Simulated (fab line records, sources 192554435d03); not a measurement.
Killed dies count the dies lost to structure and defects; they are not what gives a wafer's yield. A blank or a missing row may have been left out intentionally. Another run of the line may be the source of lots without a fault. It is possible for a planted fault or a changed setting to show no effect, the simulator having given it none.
Lot-split experiment ; flow n5_finfet ; on a route of 1938 steps: 7 lots, 21 wafers read

== ON THE SPLIT ==
At N5_BEOL_M1_ETCH_70 (etches SOC in N2/H2, target depth 80 nm, overetch 16 nm, time 120 s), the setting bias_w was moved away from the recipe's 150 W on 6 of the 21 wafers read, by -15.6% to +15.1%. The other wafers ran this setting at the recipe's value.

The reading is taken at the split's own step.

== THE READING ==
rf_vpp_V, in V, at N5_BEOL_M1_ETCH_70 (etches SOC in N2/H2, target depth 80 nm, overetch 16 nm, time 120 s). A value of 523.9 V with a standard deviation of 2.4 V is what fault-free wafers of this fab line usually give.

wafer;tool, chamber at the split;bias_w as run, W;against the recipe;rf_vpp_V, V;against lot-mates on the recipe
L075.1;rie_diel-01, 0;150;recipe;522.6;-
L075.3;rie_diel-01, 1;169.6;+13.1%;570.0;+47.4
L075.4;rie_diel-01, 2;169.6;+13.1%;567.2;+44.6
L083.1;rie_diel-02, 0;131.6;-12.3%;479.7;-40.2
L083.3;rie_diel-02, 1;150;recipe;521.0;-
L083.4;rie_diel-02, 3;150;recipe;518.7;-
L085.1;rie_diel-02, 3;150;recipe;520.2;-
L085.3;rie_diel-02, 2;150;recipe;523.0;-
L085.4;rie_diel-02, 0;150;recipe;521.8;-
L088.1;rie_diel-03, 0;150;recipe;525.0;-
L088.3;rie_diel-03, 3;150;recipe;525.0;-
L088.6;rie_diel-03, 1;150;recipe;526.1;-
L091.1;rie_diel-01, 2;172.7;+15.1%;574.6;+51.3
L091.4;rie_diel-01, 0;172.7;+15.1%;574.4;+51.1
L091.5;rie_diel-01, 0;150;recipe;523.3;-
L095.3;rie_diel-02, 2;126.6;-15.6%;469.2;-52.1
L095.4;rie_diel-02, 3;150;recipe;521.2;-
L095.6;rie_diel-02, 2;150;recipe;521.4;-
L096.1;rie_diel-03, 0;150;recipe;523.5;-
L096.5;rie_diel-03, 3;150;recipe;526.2;-
L096.6;rie_diel-03, 0;150;recipe;523.6;-

THE FIT
A straight line over all 21 wafers: rf_vpp_V changes by +3.46 V for each +1% of bias_w; r = +1.00; the points scatter about the line by 1.9 V.
The same after taking each lot's own level away (the mean of its wafers on the recipe; 21 wafers): +3.39 V for each +1%; r = +1.00; scatter 1.1 V.
On that fit, the largest move of bias_w shifts the reading by 53 V.
The span of the lots' own levels, 519.85 to 525.37 V, comes to 2.3 times the standard deviation stated above.
The two slopes agree, so the slope changes little with the lot-to-lot level.
Check: with one of the wafers moved furthest among these (-15.6%) left out of the fit, the line predicts -52.9 V for it against its lot-mates. It came out at -52.1 V against them.
Tool readings at the split's step, against how far the setting was moved: rf_vpp_V r = +1.00.

== OTHER SPLITS APPLIED TO THESE WAFERS ==
Note: prior to the reading, these wafers also went through further splits. Each is held against what the fit with the lots' levels taken away leaves over:
other split on the same wafers;wafers away from the commonest value;r with rf_vpp_V (lot level and that fit taken away)
N5_BEOL_M0_SAQP_COAT_87 spin_rpm;5;-0.30
N5_BEOL_M0_ETCH_109 bias_w;7;-0.20

== THE WHOLE CHAIN: every reading that the file lists as answering this split, in the file's order ==
step;what it does;reading;change (the file's fit);r (the file's)
N5_BEOL_M1_ETCH_70;etches SOC in N2/H2, target depth 80 nm, overetch 16 nm, time 120 s;rf_vpp_V;+3.38 V for each +1% of the setting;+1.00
N5_BEOL_M1_ETCH_70;etches SOC in N2/H2, target depth 80 nm, overetch 16 nm, time 120 s;SiARC_of_BEOL_M1_COAT_68.thk_nm (the simulator's own value, which no gauge read);-0.0754 nm for each +1% of the setting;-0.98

== FILE'S OWN FIT ==
rf_vpp_V changes by +3.38 V for each +1% of bias_w, r = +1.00.
